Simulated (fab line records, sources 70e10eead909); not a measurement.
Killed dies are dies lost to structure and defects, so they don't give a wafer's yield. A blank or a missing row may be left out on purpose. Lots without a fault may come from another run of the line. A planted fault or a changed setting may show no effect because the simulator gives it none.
fab line records | flow nand_harc
record lots=5 wafers=15 last_day=33
route steps=1302 shown A_BONDPAD@1208
lots that met no fault: from a run of the same line without faults
start_h: hours from the record's first day to the start of the lot's first wafer shown | wait_h: hours since the lot's step before | " the same as in the row above | L1.1+2: a row that stands for several wafers | - no value, or no start given | * or withheld: withheld | < > ~ a bound
route shown NAME@n: a module of which the file shows steps, and the number in the route of the first | usual: mean/standard deviation of fault-free wafers | same: alike in all rows | chamber/n: place in a boat | sites: the reading at each site | _std_site: their standard deviation | _edge_site: outer sites' mean less inner sites' | radius_mm: how far each site lies from the wafer's centre | mask NAME#n: copy n | behind: the tool/chamber that last shaped the wafer | hold: why the lot was held/for how many hours/how that ended | device: the transistor (n, p or np) that didn't switch | end of line: the same wafers' tests at the end of the route | a step without rows: its recipe alone | killed: dies lost to structure and defects at the first sort, not the wafer's yield | map: a wafer's dies, x killed, . not, _ none there
set.NAME: the setting as run; set.NAME@STEP: as run at that earlier step | model.NAME: the simulator's own value behind a step, which no gauge read
lots at some steps of the route; a table a step, a row a wafer
services: from which hour (start_h, from the record's first day; less than 0 if before it) a tool's chamber was out of use, for how many hours, and why
## steps
# step NHARC_A_BONDPAD_COAT_33
# recipe temp_c=200 time_s=65
# step NHARC_A_BONDPAD_COAT_03
# recipe spin_rpm=2000 resist_thk_nm=600
# step NHARC_A_BONDPAD_SOFTBAKE_04
# recipe temp_c=125 time_s=70
# step NHARC_A_BONDPAD_EBR_05
# step NHARC_A_BONDPAD_EXPOSE_06
# recipe na=0.55 dose_mj=36.99 mask_id=A_BPAD
# step NHARC_A_BONDPAD_PEB_07
# recipe peb_temp_c=128 peb_time_s=80
# step NHARC_A_BONDPAD_DEVELOP_08
# recipe time_s=50 dev_temp_c=22
# step NHARC_A_BONDPAD_CD_MEAS_09
# recipe target_cd_nm=500 landing_energy_ev=500
# usual cd_nm=500.0/2.3
# columns lot.wafer tool chamber start_h wait_h cd_nm
L362.1 cd_sem-03 0 569.15 - 498.1
L362.3 " 0 " " 501.9
L362.5 " 0 " " 504.0
L367.3 cd_sem-02 0 589.27 - 500.8
L367.4 " 0 " " 501.0
L367.6 " 0 " " 503.9
L377.1 cd_sem-03 0 727.94 - 502.0
L377.2 " 0 " " 502.7
L377.3 " 0 " " 503.2
L379.2 cd_sem-02 0 736.70 - 503.0
L379.5 " 0 " " 501.1
L379.6 " 0 " " 505.0
L380.1 cd_sem-03 0 742.57 - 499.9
L380.2 " 0 " " 498.6
L380.4 " 0 " " 499.5
# step NHARC_A_BONDPAD_OVL_MEAS_35
# usual overlay_x_nm=-3/7.5 overlay_y_nm=-1/5.9
# columns lot.wafer tool chamber start_h wait_h overlay_x_nm overlay_y_nm
L362.1 overlay-02 - 569.24 - 10 -2
L362.3 " - " " 10 -1
L362.5 " - " " 10 -1
L367.3 overlay-01 - 589.35 - -6 -6
L367.4 " - " " -7 -6
L367.6 " - " " -7 -6
L377.1 overlay-01 - 728.03 - 2 0
L377.2 " - " " 2 0
L377.3 " - " " 3 0
L379.2 overlay-02 - 736.78 - -8 -3
L379.5 " - " " -8 -2
L379.6 " - " " -8 -3
L380.1 overlay-01 - 742.65 - -3 -3
L380.2 " - " " -2 -3
L380.4 " - " " -2 -3
# step NHARC_A_BONDPAD_HARDBAKE_10
# recipe temp_c=118 time_s=65
# step NHARC_A_BONDPAD_DESCUM_11
# recipe time_s=3 o2_flow_sccm=200 ar_flow_sccm=0 bias_power_w=0 chemistry=O2
# usual drypump_motor_current_A=5.9/0.59 mfc_ar_sccm=0.010/0.0074 oes_product_au=0.996/0.014 rf_vpp_V=57.5/0.9 showerhead_plenum_p_Torr=1.85/0.069 throttle_valve_pct=11.311/0.0092
# columns lot.wafer tool chamber start_h wait_h drypump_motor_current_A mfc_ar_sccm oes_product_au rf_hours_counter_h rf_vpp_V showerhead_plenum_p_Torr throttle_valve_pct
L362.3 rie_diel-13 3 569.36 - 6.0 0.011 0.993 1 55.8 1.79 11.293
L362.1 " 0 " " 6.0 0 0.969 1 56.8 1.84 11.315
L362.5 " 3 " " 6.0 0.011 0.986 - 56.9 1.79 11.311
L367.3 rie_diel-13 1 589.49 - 5.1 0.010 1.002 2 57.6 1.79 11.301
L367.4 " 2 " " 6.7 0.019 0.992 2 57.6 1.91 11.303
L367.6 " 3 " " 6.0 0.011 0.975 - 56.9 1.79 11.314
L377.2 rie_diel-04 0 728.16 - 6.1 0.021 0.991 1 58.7 1.80 11.292
L377.3 " 1 " " 6.2 0.016 0.997 1 59.1 1.99 11.300
L377.1 " 3 " " 4.9 0 0.998 1 56.9 1.82 11.297
L379.2 rie_diel-13 3 736.92 - 6.0 0.011 0.980 1 56.0 1.79 11.323
L379.5 " 2 " " 6.7 0.019 1.011 - 56.0 1.91 11.319
L379.6 " 3 " " 6.0 0.011 0.983 - 56.2 1.79 11.320
L380.2 rie_diel-04 0 742.78 - 6.1 0.021 1.004 2 57.5 1.80 11.297
L380.1 " 1 " " 6.2 0.016 1.004 2 57.6 1.99 11.299
L380.4 " 3 " " 4.9 0 0.995 2 59.2 1.82 11.292
# step NHARC_A_BONDPAD_ETCH_34
# recipe target_depth_a=600 overetch_a=180 time_s=65.91 ion_energy_ev=200 n2_flow_sccm=150 h2_flow_sccm=150 ar_flow_sccm=0 rf_w=400 bias_w=150 chemistry=N2/H2
# usual drypump_motor_current_A=5.9/0.58 mfc_ar_sccm=0.010/0.0074 oes_product_au=0.998/0.014 rf_vpp_V=428.3/2.3 run_length_s=87.2/0.41 showerhead_plenum_p_Torr=1.96/0.075 throttle_valve_pct=14.171/0.0087
# columns lot.wafer tool chamber start_h wait_h drypump_motor_current_A mfc_ar_sccm oes_product_au rf_hours_counter_h rf_vpp_V run_length_s showerhead_plenum_p_Torr throttle_valve_pct
L362.3 rie_diel-13 2 569.45 0.1 6.7 0.019 1.004 1 429.8 86.6 2.04 14.164
L362.1 " 3 " " 6.1 0.011 0.989 1 426.8 87.2 1.90 14.169
L362.5 " 1 " " 5.0 0.010 1.004 - 427.2 87.7 1.90 14.155
L367.4 rie_diel-13 1 589.57 0.1 5.0 0.010 1.016 2 426.0 87.5 1.90 14.174
L367.3 " 2 " " 6.7 0.019 1.017 2 430.7 86.4 2.04 14.170
L367.6 " 3 " " 6.1 0.011 0.987 - 426.6 87.0 1.90 14.166
L377.1 rie_diel-04 3 728.24 0.1 4.8 0 0.997 1 427.3 87.3 1.94 14.177
L377.2 " 1 " " 6.2 0.016 1.009 1 432.8 86.7 2.12 14.155
L377.3 " 2 " " 5.6 0.002 0.998 1 432.3 88.1 2.12 14.170
L379.2 rie_diel-13 3 736.99 0.1 6.0 0.011 0.978 1 427.0 87.2 1.90 14.172
L379.5 " 3 " " 6.0 0.011 0.976 - 427.2 87.3 1.90 14.188
L379.6 " 0 " " 6.1 0 0.995 - 428.3 87.6 1.96 14.181
L380.1 rie_diel-04 3 743.01 0.2 4.8 0 0.991 2 427.5 87.5 1.94 14.168
L380.2 " 0 " " 6.1 0.021 1.005 2 427.2 87.6 1.91 14.163
L380.4 " 1 " " 6.2 0.016 0.998 2 433.1 86.4 2.12 14.167
# step NHARC_A_BONDPAD_ETCH_12
# recipe target_depth_a=2200 time_s=110 chf3_flow_sccm=50 o2_flow_sccm=10 ar_flow_sccm=200 rf_w=500 bias_w=200 chemistry=CHF3/O2
# usual chf3_flow_sccm=50.00/0.15 drypump_motor_current_A=5.9/0.59 mfc_ar_sccm=200.0/0.62 oes_product_au=0.953/0.027 rf_vpp_V=368.8/1.9 run_length_s=131.3/0.43 showerhead_plenum_p_Torr=2.32/0.081 throttle_valve_pct=20.573/0.0099
# columns lot.wafer tool chamber start_h wait_h chf3_flow_sccm drypump_motor_current_A mfc_ar_sccm oes_product_au rf_hours_counter_h rf_vpp_V run_length_s showerhead_plenum_p_Torr throttle_valve_pct
L362.3 rie_diel-13 3 569.56 - 49.86 6.1 200.1 0.932 1 366.5 131.7 2.25 20.567
L362.1 " 0 " " 49.75 6.1 200.9 0.946 1 369.6 131.3 2.32 20.586
L362.5 " 2 " " 50.04 6.7 199.5 0.985 - 371.9 130.5 2.40 20.586
L367.3 rie_diel-13 3 589.65 - 49.92 6.0 199.2 0.908 2 367.6 131.6 2.25 20.573
L367.4 " 1 " " 49.69 5.1 198.8 0.933 2 367.4 131.4 2.25 20.566
L367.6 " 0 " " 50.31 6.1 200.5 0.900 - 368.8 117.9 2.32 20.572
L377.3 rie_diel-04 3 728.33 - 49.82 4.8 199.8 0.980 1 369.2 131.7 2.29 20.574
L377.2 " 0 " " 49.85 6.1 199.6 0.977 1 368.8 131.4 2.26 20.584
L377.1 " 2 " " 50.11 5.7 200.0 0.984 1 371.5 132.0 2.49 20.580
L379.2 rie_diel-13 3 737.09 - 49.94 6.1 199.2 0.932 1 367.5 131.8 2.25 20.595
L379.5 " 3 " " 49.71 6.1 200.7 0.930 - 367.5 131.4 2.25 20.566
L379.6 " 0 " " 50.30 6.1 200.6 0.948 - 368.0 131.4 2.31 20.566
L380.4 rie_diel-04 0 743.10 - 50.21 6.1 199.5 0.929 2 365.8 131.2 2.26 20.578
L380.2 " 1 " " 49.88 6.2 199.6 0.939 2 373.0 130.8 2.49 20.574
L380.1 " 2 " " 50.06 5.6 201.3 0.924 2 373.5 132.0 2.49 20.575
# step NHARC_A_BONDPAD_CD_MEAS_13
# usual cd_nm=499.4/2.5
# columns lot.wafer tool chamber start_h wait_h cd_nm
L362.1 cd_sem-01 - 569.68 - 499.1
L362.3 " - " " 499.9
L362.5 " - " " 504.9
L367.3 cd_sem-02 - 589.80 - 499.2
L367.4 " - " " 503.0
L367.6 " - " " 502.0
L377.1 cd_sem-01 - 728.47 - 501.0
L377.2 " - " " 500.7
L377.3 " - " " 503.1
L379.2 cd_sem-02 - 737.23 - 501.1
L379.5 " - " " 500.7
L379.6 " - " " 504.4
L380.1 cd_sem-01 - 743.23 - 498.9
L380.2 " - " " 497.0
L380.4 " - " " 497.5
## services
# columns tool chamber start_h hours kind
rie_diel-13 3 548.72 13.0 repair
rie_diel-13 0 552.51 - clean
rie_diel-13 1 552.51 - clean
rie_diel-13 2 552.51 - clean
rie_diel-04 3 562.59 3.2 repair
rie_diel-13 0 577.01 - clean
rie_diel-13 1 577.01 - clean
rie_diel-13 2 577.01 - clean
rie_diel-13 3 577.01 - clean
rie_diel-13 0 601.53 - clean
rie_diel-13 1 601.53 - clean
rie_diel-13 2 601.53 - clean
rie_diel-13 3 601.53 - clean
rie_diel-13 0 626.03 - clean
rie_diel-13 1 626.03 - clean
rie_diel-13 2 626.03 - clean
rie_diel-13 3 626.03 - clean
rie_diel-13 0 650.53 - clean
rie_diel-13 1 650.53 - clean
rie_diel-13 2 650.53 - clean
rie_diel-13 3 650.53 - clean
rie_diel-13 2 686.91 15.5 repair
rie_diel-13 - 696.01 9.0 pm
rie_diel-04 - 708.93 9.0 pm
## key
first_sign step=NHARC_A_BONDPAD_ETCH_12 reading=run_length_s direction=down sigmas=31 usual=* struck=*
effect none on later readings
met_at NHARC_A_BONDPAD_ETCH_12
struck_wafers L367.6
later_rows_left_out L367.6
sort_left_out L367.6
onset_between 569.56 589.65
fault kind=process_parameter_drift tool=rie_diel-13 chamber=0 onset_h=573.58 steps=NHARC_A_BONDPAD_ETCH_12 channel=time_s offset=* shape=step end_h=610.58 acts_in=* stated=*
# sort_left_out: the simulated sort isn't trusted on such a fault, so these wafers' sort isn't shown, and their yield isn't known
# later_rows_left_out: the simulator's readings of these wafers behind a module that went badly wrong aren't trusted and aren't shown, but for the sort
